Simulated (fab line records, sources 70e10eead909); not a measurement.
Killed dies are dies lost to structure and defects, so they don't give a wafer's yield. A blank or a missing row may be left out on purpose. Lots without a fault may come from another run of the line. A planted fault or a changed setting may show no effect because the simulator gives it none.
Which tool did it? | flow nand_harc | 24 lots, 72 wafers sampled, at 6 steps of a route of 1159

WHAT THE GAUGES READ, wafer by wafer
The record holds no reading of a measuring or inspecting step that can be judged against a usual standard deviation.

WHICH TOOL RAN EACH LOT (tool, then ch and the chambers of the sampled wafers, then the start)
lot  | NHARC_A_CONTACT_ETCH_115             | NHARC_A_CONTACT_ETCH_117             | NHARC_A_CONTACT_DEP_58          | NHARC_A_CONTACT_ETCH_76                       | NHARC_A_CONTACT_ETCH_78                       | NHARC_A_CONTACT_ETCH_132
L074 | har_cap_etch-02 ch 0, day 16 05:31   | har_cap_etch-02 ch 0, day 16 05:46   | pecvd-04 ch 1,2, day 16 11:53   | rie_diel-02 ch 0,1,3, day 16 15:16 or earlier | rie_diel-02 ch 0,1,3, day 16 15:16 or earlier | har_cap_etch-02 ch 0,1, day 16 15:16
L075 | har_cap_etch-01 ch 0,1, day 16 16:47 | har_cap_etch-01 ch 0,1, day 16 16:58 | pecvd-01 ch 0,1, day 16 21:38   | rie_diel-11 ch 0,2,3, day 17 01:39 or earlier | rie_diel-11 ch 1,2, day 17 01:39 or earlier   | har_cap_etch-01 ch 0,1, day 17 01:39
L076 | har_cap_etch-02 ch 1, day 16 17:36   | har_cap_etch-02 ch 1, day 16 17:47   | pecvd-01 ch 0,1, day 16 22:25   | rie_diel-11 ch 1,2, day 17 02:12 or earlier   | rie_diel-11 ch 2,3, day 17 02:12 or earlier   | har_cap_etch-02 ch 0,1, day 17 02:12
L078 | har_cap_etch-02 ch 0,1, day 16 23:44 | har_cap_etch-02 ch 0,1, day 16 23:55 | pecvd-02 ch 1,2, day 17 04:08   | rie_diel-11 ch 2,3, day 17 07:25 or earlier   | rie_diel-11 ch 0,1,3, day 17 07:25 or earlier | har_cap_etch-03 ch 0,1, day 17 07:25
L077 | har_cap_etch-03 ch 0,1, day 17 00:12 | har_cap_etch-03 ch 0,1, day 17 00:23 | pecvd-02 ch 0,1,2, day 17 04:45 | rie_diel-02 ch 1,2,3, day 17 08:26 or earlier | rie_diel-02 ch 1,2,3, day 17 08:26 or earlier | har_cap_etch-01 ch 1, day 17 08:26
L079 | har_cap_etch-01 ch 0,1, day 17 18:52 | har_cap_etch-01 ch 0,1, day 17 19:02 | pecvd-02 ch 0,1,2, day 18 00:53 | rie_diel-02 ch 0,1,2, day 18 04:27 or earlier | rie_diel-02 ch 0,1,2, day 18 04:27 or earlier | har_cap_etch-02 ch 0,1, day 18 04:27
L080 | har_cap_etch-03 ch 0,1, day 18 04:02 | har_cap_etch-03 ch 0,1, day 18 04:13 | pecvd-02 ch 0,1, day 18 11:55   | rie_diel-02 ch 0,1, day 18 15:14 or earlier   | rie_diel-02 ch 0,1,2, day 18 15:14 or earlier | har_cap_etch-01 ch 0,1, day 18 15:14
L081 | har_cap_etch-01 ch 0,1, day 18 11:47 | har_cap_etch-01 ch 0,1, day 18 11:58 | pecvd-02 ch 0,1,2, day 18 16:10 | rie_diel-02 ch 2,3, day 18 19:22 or earlier   | rie_diel-02 ch 0,1,2, day 18 19:22 or earlier | har_cap_etch-03 ch 0,1, day 18 19:22
L082 | har_cap_etch-03 ch 0,1, day 18 13:51 | har_cap_etch-03 ch 0,1, day 18 14:02 | pecvd-02 ch 0,2, day 18 18:52   | rie_diel-12 ch 0,1,2, day 18 22:01 or earlier | rie_diel-12 ch 1,2,3, day 18 22:01 or earlier | har_cap_etch-01 ch 0,1, day 18 22:01
L083 | har_cap_etch-02 ch 0,1, day 18 16:32 | har_cap_etch-02 ch 0,1, day 18 16:43 | pecvd-02 ch 0,1,2, day 18 20:56 | rie_diel-12 ch 0,1,3, day 19 00:16 or earlier | rie_diel-12 ch 1,2,3, day 19 00:16 or earlier | har_cap_etch-03 ch 0,1, day 19 00:16
L085 | har_cap_etch-01 ch 0,1, day 19 05:25 | har_cap_etch-01 ch 0,1, day 19 05:37 | pecvd-02 ch 1,2, day 19 09:41   | rie_diel-02 ch 0,2,3, day 19 12:58 or earlier | rie_diel-02 ch 0,1,2, day 19 12:58 or earlier | har_cap_etch-02 ch 0,1, day 19 12:58
L086 | har_cap_etch-03 ch 1, day 19 09:35   | har_cap_etch-03 ch 1, day 19 09:46   | pecvd-02 ch 0,1,2, day 19 14:08 | rie_diel-02 ch 1,3, day 19 17:55 or earlier   | rie_diel-02 ch 2,3, day 19 17:55 or earlier   | har_cap_etch-02 ch 0,1, day 19 17:55
L087 | har_cap_etch-01 ch 0,1, day 19 11:03 | har_cap_etch-01 ch 0,1, day 19 11:14 | pecvd-02 ch 0,2, day 19 15:58   | rie_diel-11 ch 0,1,3, day 19 19:13 or earlier | rie_diel-11 ch 0,2,3, day 19 19:13 or earlier | har_cap_etch-03 ch 0, day 19 19:13
L089 | har_cap_etch-03 ch 0,1, day 19 16:52 | har_cap_etch-03 ch 0,1, day 19 17:02 | pecvd-04 ch 0,1,2, day 19 21:08 | rie_diel-12 ch 0,3, day 20 00:24 or earlier   | rie_diel-12 ch 1,3, day 20 00:24 or earlier   | har_cap_etch-02 ch 0,1, day 20 00:24
L084 | har_cap_etch-01 ch 0,1, day 19 17:10 | har_cap_etch-01 ch 0,1, day 19 17:20 | pecvd-02 ch 0,1, day 19 21:37   | rie_diel-02 ch 1,2,3, day 20 01:02 or earlier | rie_diel-02 ch 0,2,3, day 20 01:02 or earlier | har_cap_etch-01 ch 0,1, day 20 01:02
L088 | har_cap_etch-03 ch 0,1, day 20 02:04 | har_cap_etch-03 ch 0,1, day 20 02:15 | pecvd-01 ch 1,2, day 20 07:29   | rie_diel-02 ch 0,2, day 20 10:49 or earlier   | rie_diel-02 ch 0,1, day 20 10:49 or earlier   | har_cap_etch-01 ch 0,1, day 20 10:49
L090 | har_cap_etch-02 ch 0,1, day 20 06:41 | har_cap_etch-02 ch 0,1, day 20 06:52 | pecvd-02 ch 0,1,2, day 20 11:10 | rie_diel-02 ch 1,2,3, day 20 14:15 or earlier | rie_diel-02 ch 0,1,3, day 20 14:15 or earlier | har_cap_etch-03 ch 0,1, day 20 14:15
L091 | har_cap_etch-01 ch 0,1, day 20 18:57 | har_cap_etch-01 ch 0,1, day 20 19:08 | pecvd-04 ch 0,1,2, day 20 23:26 | rie_diel-02 ch 0,1,2, day 21 02:32 or earlier | rie_diel-02 ch 2,3, day 21 02:32 or earlier   | har_cap_etch-03 ch 0,1, day 21 02:32
L093 | har_cap_etch-03 ch 1, day 20 20:37   | har_cap_etch-03 ch 1, day 20 20:49   | pecvd-04 ch 1,2, day 21 01:31   | rie_diel-11 ch 0,2, day 21 05:42 or earlier   | rie_diel-11 ch 0,2, day 21 05:42 or earlier   | har_cap_etch-02 ch 0,1, day 21 05:42
L094 | har_cap_etch-01 ch 0, day 20 23:53   | har_cap_etch-01 ch 0, day 21 00:04   | pecvd-01 ch 1,2, day 21 06:41   | rie_diel-11 ch 1,2, day 21 10:19 or earlier   | rie_diel-11 ch 1,2, day 21 10:19 or earlier   | har_cap_etch-02 ch 0,1, day 21 10:19
L092 | har_cap_etch-01 ch 0,1, day 21 07:32 | har_cap_etch-01 ch 0,1, day 21 07:43 | pecvd-01 ch 0,2, day 21 13:20   | rie_diel-02 ch 1,3, day 21 16:34 or earlier   | rie_diel-02 ch 0,2,3, day 21 16:34 or earlier | har_cap_etch-03 ch 0,1, day 21 16:34
L097 | har_cap_etch-03 ch 1, day 22 02:48   | har_cap_etch-03 ch 1, day 22 02:59   | pecvd-04 ch 0,1,2, day 22 07:07 | rie_diel-12 ch 0,1,2, day 22 10:35 or earlier | rie_diel-12 ch 0,1, day 22 10:35 or earlier   | har_cap_etch-03 ch 0,1, day 22 10:35
L095 | har_cap_etch-02 ch 0,1, day 22 05:01 | har_cap_etch-02 ch 0,1, day 22 05:12 | pecvd-01 ch 0,1, day 22 10:13   | rie_diel-02 ch 1,3, day 22 13:37 or earlier   | rie_diel-02 ch 1,2,3, day 22 13:37 or earlier | har_cap_etch-03 ch 0,1, day 22 13:37
L096 | har_cap_etch-01 ch 0,1, day 22 07:07 | har_cap_etch-01 ch 0,1, day 22 07:18 | pecvd-01 ch 0,1, day 22 12:22   | rie_diel-11 ch 0,3, day 22 16:00 or earlier   | rie_diel-11 ch 2,3, day 22 16:00 or earlier   | har_cap_etch-02 ch 0,1, day 22 16:00
- NHARC_A_CONTACT_ETCH_115: etches the open film in C4F8/O2/Ar, time 94 s, target depth 922 nm.
- NHARC_A_CONTACT_ETCH_117: etches the open film in C4F8/O2/Ar, time 94 s, target depth 922 nm.
- NHARC_A_CONTACT_DEP_58: deposits SiON, target thk 60 nm.
- NHARC_A_CONTACT_ETCH_76: etches the open film in N2/H2, target depth 260 nm, time 475.3 s.
- NHARC_A_CONTACT_ETCH_78: etches the open film in O2/COS, target depth 2800 nm, time 728 s.
- NHARC_A_CONTACT_ETCH_132: etches the open film in C4F8/O2/Ar, time 156 s, target depth 958 nm.

WHAT THE TOOLS THEMSELVES READ (means of the sampled wafers that have a number; where no wafer has one, the mark that the record gives instead)
NHARC_A_CONTACT_DEP_58.
lot  | tool     | heater_power_w (W) | susceptor_temp_C (C)
L074 | pecvd-04 | 800                | 400.00
L075 | pecvd-01 | 737                | 400.15
L076 | pecvd-01 | 735                | 399.99
L078 | pecvd-02 | 787                | 400.13
L077 | pecvd-02 | 803                | 399.94
L079 | pecvd-02 | 759                | 400.09
L080 | pecvd-02 | 790                | 399.89
L081 | pecvd-02 | 828                | 399.92
L082 | pecvd-02 | 821                | 399.87
L083 | pecvd-02 | 815                | 400.20
L085 | pecvd-02 | 816                | 400.21
L086 | pecvd-02 | 794                | 400.00
L087 | pecvd-02 | 807                | 399.78
L089 | pecvd-04 | 776                | 400.07
L084 | pecvd-02 | 793                | 399.73
L088 | pecvd-01 | 772                | 400.14
L090 | pecvd-02 | 839                | 400.07
L091 | pecvd-04 | 790                | 399.97
L093 | pecvd-04 | 851                | 400.14
L094 | pecvd-01 | 759                | 399.88
L092 | pecvd-01 | 790                | 399.84
L097 | pecvd-04 | 829                | 400.09
L095 | pecvd-01 | 736                | 400.00
L096 | pecvd-01 | 708                | 399.92

NHARC_A_CONTACT_ETCH_76.
lot  | tool        | drypump_motor_current_A (A) | n2_flow_sccm (sccm) | oes_product_au (a.u.) | rf_vpp_V (V) | showerhead_plenum_p_Torr (Torr) | throttle_valve_pct (%)
L074 | rie_diel-02 | 5.7                         | 149.6               | 1.001                 | 433.0        | 2.12                            | 14.173
L075 | rie_diel-11 | 5.3                         | 149.8               | 1.004                 | 433.3        | 2.17                            | 14.170
L076 | rie_diel-11 | 5.3                         | 149.9               | 1.002                 | 431.1        | 2.06                            | 14.175
L078 | rie_diel-11 | 5.2                         | 150.0               | 0.999                 | 433.5        | 2.14                            | 14.172
L077 | rie_diel-02 | 5.4                         | 150.1               | 0.998                 | 430.2        | 2.04                            | 14.173
L079 | rie_diel-02 | 5.6                         | 150.1               | 0.992                 | 429.7        | 2.05                            | 14.171
L080 | rie_diel-02 | 5.8                         | 149.8               | 0.998                 | 433.0        | 2.13                            | 14.153
L081 | rie_diel-02 | 5.7                         | 149.7               | 0.997                 | 430.9        | 2.05                            | 14.161
L082 | rie_diel-12 | 5.5                         | 150.3               | 1.002                 | 428.3        | 1.99                            | 14.171
L083 | rie_diel-12 | 5.6                         | 150.0               | 0.999                 | 429.9        | 2.01                            | 14.168
L085 | rie_diel-02 | 5.9                         | 149.6               | 0.991                 | 431.0        | 2.05                            | 14.182
L086 | rie_diel-02 | 5.2                         | 150.1               | 0.992                 | 432.1        | 2.09                            | 14.165
L087 | rie_diel-11 | 5.8                         | 149.9               | 0.999                 | 432.5        | 2.09                            | 14.163
L089 | rie_diel-12 | 5.8                         | 150.0               | 0.999                 | 430.8        | 2.04                            | 14.171
L084 | rie_diel-02 | 5.4                         | 150.2               | 0.996                 | 429.8        | 2.03                            | 14.174
L088 | rie_diel-02 | 5.8                         | 149.5               | 1.003                 | 429.2        | 1.98                            | 14.173
L090 | rie_diel-02 | 5.4                         | 149.8               | 0.988                 | 431.4        | 2.03                            | 14.171
L091 | rie_diel-02 | 5.6                         | 150.0               | 0.996                 | 430.2        | 2.04                            | 14.167
L093 | rie_diel-11 | 5.0                         | 150.0               | 1.005                 | 434.6        | 2.17                            | 14.168
L094 | rie_diel-11 | 5.3                         | 150.6               | 0.993                 | 430.6        | 2.05                            | 14.171
L092 | rie_diel-02 | 5.5                         | 150.4               | 0.995                 | 431.7        | 2.10                            | 14.176
L097 | rie_diel-12 | 5.5                         | 149.7               | 0.998                 | 428.0        | 1.98                            | 14.162
L095 | rie_diel-02 | 5.2                         | 150.7               | 0.988                 | 431.2        | 2.09                            | 14.177
L096 | rie_diel-11 | 5.3                         | 150.4               | 1.002                 | 434.3        | 2.18                            | 14.180

NHARC_A_CONTACT_ETCH_78.
lot  | tool        | drypump_motor_current_A (A) | o2_flow_sccm (sccm) | oes_product_au (a.u.) | rf_vpp_V (V) | showerhead_plenum_p_Torr (Torr) | throttle_valve_pct (%)
L074 | rie_diel-02 | 5.7                         | 399.9               | 0.997                 | 315.8        | 3.24                            | 28.335
L075 | rie_diel-11 | 5.9                         | 399.3               | 1.006                 | 312.5        | 3.05                            | 28.329
L076 | rie_diel-11 | 5.2                         | 398.5               | 1.008                 | 316.3        | 3.27                            | 28.321
L078 | rie_diel-11 | 5.8                         | 400.8               | 1.005                 | 314.8        | 3.21                            | 28.329
L077 | rie_diel-02 | 5.4                         | 399.2               | 0.997                 | 313.5        | 3.11                            | 28.326
L079 | rie_diel-02 | 5.6                         | 399.8               | 0.993                 | 314.0        | 3.13                            | 28.335
L080 | rie_diel-02 | 5.6                         | 401.0               | 0.997                 | 314.2        | 3.13                            | 28.332
L081 | rie_diel-02 | 5.6                         | 399.1               | 0.997                 | 314.2        | 3.13                            | 28.329
L082 | rie_diel-12 | 5.5                         | 400.7               | 1.006                 | 314.0        | 3.09                            | 28.327
L083 | rie_diel-12 | 5.6                         | 400.0               | 1.006                 | 313.7        | 3.08                            | 28.328
L085 | rie_diel-02 | 5.6                         | 400.4               | 0.999                 | 313.2        | 3.12                            | 28.321
L086 | rie_diel-02 | 5.6                         | 400.5               | 0.995                 | 313.6        | 3.03                            | 28.336
L087 | rie_diel-11 | 5.3                         | 400.2               | 1.004                 | 316.8        | 3.30                            | 28.329
L089 | rie_diel-12 | 5.3                         | 400.7               | 0.996                 | 312.9        | 3.04                            | 28.329
L084 | rie_diel-02 | 5.9                         | 401.7               | 0.992                 | 313.9        | 3.15                            | 28.340
L088 | rie_diel-02 | 5.4                         | 398.8               | 1.000                 | 315.6        | 3.21                            | 28.333
L090 | rie_diel-02 | 5.7                         | 400.5               | 0.996                 | 316.3        | 3.23                            | 28.328
L091 | rie_diel-02 | 5.7                         | 398.8               | 0.993                 | 314.9        | 3.13                            | 28.325
L093 | rie_diel-11 | 4.9                         | 400.3               | 1.002                 | 316.2        | 3.27                            | 28.322
L094 | rie_diel-11 | 5.3                         | 400.3               | 1.008                 | 314.6        | 3.13                            | 28.329
L092 | rie_diel-02 | 5.9                         | 399.7               | 0.999                 | 314.0        | 3.14                            | 28.335
L097 | rie_diel-12 | 5.3                         | 400.5               | 0.995                 | 311.9        | 2.98                            | 28.326
L095 | rie_diel-02 | 5.4                         | 399.0               | 0.995                 | 315.0        | 3.10                            | 28.331
L096 | rie_diel-11 | 5.5                         | 400.7               | 1.000                 | 316.3        | 3.26                            | 28.327

THE ANSWER, worked out from the rows above alone
Rule: what is usual is taken from the lots themselves. Put in order of their means at a reading, lots are off if they are a third of the lots or fewer, leave a main group of 4 or more, and stand apart from it by a gap of 3 or more times the standard deviation of the main group's means; of several such gaps the widest counts. A main group whose means are all the same, to the digits that the tables above print for the reading, isn't used. A lot without any number at a reading at which 4 lots or more have one is off too. The other lots that the step has rows for count as sound. The gauges are gone through in route order, then the tools' own readings, and for those a lot's mean is taken as printed above. The first step at which some lot is off is used, and at that step the reading that is off furthest; a lot without a number counts as furthest.
No lot is off at any reading shown: from this, nothing can be told.

WHAT THE SIMULATOR HAD PUT IN
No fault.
